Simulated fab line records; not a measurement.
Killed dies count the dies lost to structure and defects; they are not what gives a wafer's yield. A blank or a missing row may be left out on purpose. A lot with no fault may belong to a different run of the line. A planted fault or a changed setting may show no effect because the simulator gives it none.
Matching of chambers ; flow nandHarc ; NHARC_P_BONDPAD_ACTIVATE_29 on rieDiel-12: 4 sister chambers
The step chemistry N2, time 60 s. 14 wafers are shown with their chamber, then 7 later ones without.

== WAFERS WITH THEIR CHAMBER ==
wafer;chamber;drypumpMotorCurrentA (A);rfVppV (V);oesProductAu (a.u.)
L749.3;0;5.2;63.3;0.994
L749.5;1;5.3;64.7;0.994
L749.6;2;5.8;62.7;1.005
L752.4;0;5.2;63.2;1.007
L752.5;2;5.8;65.1;1.011
L752.6;3;5.9;63.5;1.006
L754.2;0;5.2;64.1;1.014
L754.3;2;5.8;64.2;1.008
L754.6;2;5.9;64.7;1.005
L758.2;2;5.8;64.3;0.992
L758.3;3;5.9;61.9;0.990
L758.4;0;5.2;63.4;1.004
L763.2;2;5.8;62.5;1.010
L763.3;1;5.3;64.1;0.991

SIGNATURES, as means of the wafers listed above
reading;chamber 0;chamber 1;chamber 2;chamber 3;scatter within a chamber
drypumpMotorCurrentA;5.200;5.300;5.817;5.900;0.0289
rfVppV;63.500;64.400;63.917;62.700;0.877
oesProductAu;1.00475;0.99250;1.00517;0.99800;0.0076
Rule: distance of a wafer from a chamber = root of the sum over the readings of ((wafer's reading minus chamber's mean) / reading's scatter) squared. If the next closest chamber is less than 2 further off than the closest, the wafer can't be placed; otherwise it belongs to the closest. The scatter: the root of (the sum of the squares of (reading less its chamber's mean) over the shown wafers, divided by (wafers less chambers)).

== WAFERS WITHOUT THEIR CHAMBER ==
wafer;drypumpMotorCurrentA (A);rfVppV (V);oesProductAu (a.u.)
L763.6;5.8;62.2;1.012
L765.1;5.2;62.8;1.022
L765.5;5.8;63.2;1.004
L765.6;5.9;63.1;1.010
L766.1;5.2;63.0;1.007
L766.3;5.9;62.5;0.989
L766.5;5.9;63.5;0.996

== WHICH CHAMBER EACH ONE RAN IN ==
wafer;from the rows above;in truth
L763.6;can't be placed: 2 or 3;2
L765.1;0;0
L765.5;2;2
L765.6;can't be placed: 3 or 2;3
L766.1;0;0
L766.3;3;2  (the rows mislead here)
L766.5;3;3
Correctly placed: 4 of 7. Cannot be placed on the basis of these rows: 2; the candidates contain the true chamber in 2. Wrongly placed: 1.
